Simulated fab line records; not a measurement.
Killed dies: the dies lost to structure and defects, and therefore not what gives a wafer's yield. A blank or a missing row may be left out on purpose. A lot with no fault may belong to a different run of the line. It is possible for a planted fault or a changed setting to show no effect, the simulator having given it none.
Chamber matching / flow n5-finfet / rie-diel-03 running N5_BEOL_M2_ETCH_64: 4 sister chambers
The step etches SOC in N2/H2, target depth 75 nm, overetch 22.5 nm, time 121.9 s. 4 wafers are shown with their chamber, then 7 later ones without.

== WAFERS WITH THEIR CHAMBER ==
wafer=L846.6; chamber=2; drypump-motor-current-A (A)=5.0
wafer=L848.5; chamber=3; drypump-motor-current-A (A)=5.7
wafer=L858.1; chamber=0; drypump-motor-current-A (A)=5.9
wafer=L858.2; chamber=1; drypump-motor-current-A (A)=5.7

== WAFERS WITH NO CHAMBER GIVEN ==
wafer=L858.5; drypump-motor-current-A (A)=5.7
wafer=L860.1; drypump-motor-current-A (A)=5.7
wafer=L860.3; drypump-motor-current-A (A)=5.0
wafer=L860.4; drypump-motor-current-A (A)=5.6
wafer=L862.2; drypump-motor-current-A (A)=5.9
wafer=L862.4; drypump-motor-current-A (A)=5.0
wafer=L862.5; drypump-motor-current-A (A)=5.9

== THE CHAMBER EACH PASSED THROUGH ==
wafer=L858.5; from the rows above=can't be placed: 1 or 3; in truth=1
wafer=L860.1; from the rows above=can't be placed: 1 or 3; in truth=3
wafer=L860.3; from the rows above=2; in truth=2
wafer=L860.4; from the rows above=can't be placed: 1 or 3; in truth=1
wafer=L862.2; from the rows above=0; in truth=0
wafer=L862.4; from the rows above=2; in truth=2
wafer=L862.5; from the rows above=0; in truth=0
Correct placement for 4 of the 7. These rows do not allow placing 3 (true chamber among the candidates in 3). 0 placed wrongly.
How it was worked out, from the rows above alone: a wafer's distance from a chamber is the root of the sum, over the readings, of the square of ((its reading less the chamber's mean) divided by the reading's scatter). The wafer belongs to the nearest chamber; if the next one is less than 2 further off, it can't be placed. A chamber's mean is the mean of its shown wafers. The scatter (one wafer shown for each chamber): square how far every hidden wafer sits from the nearest shown wafer, average those squares and take the square root.
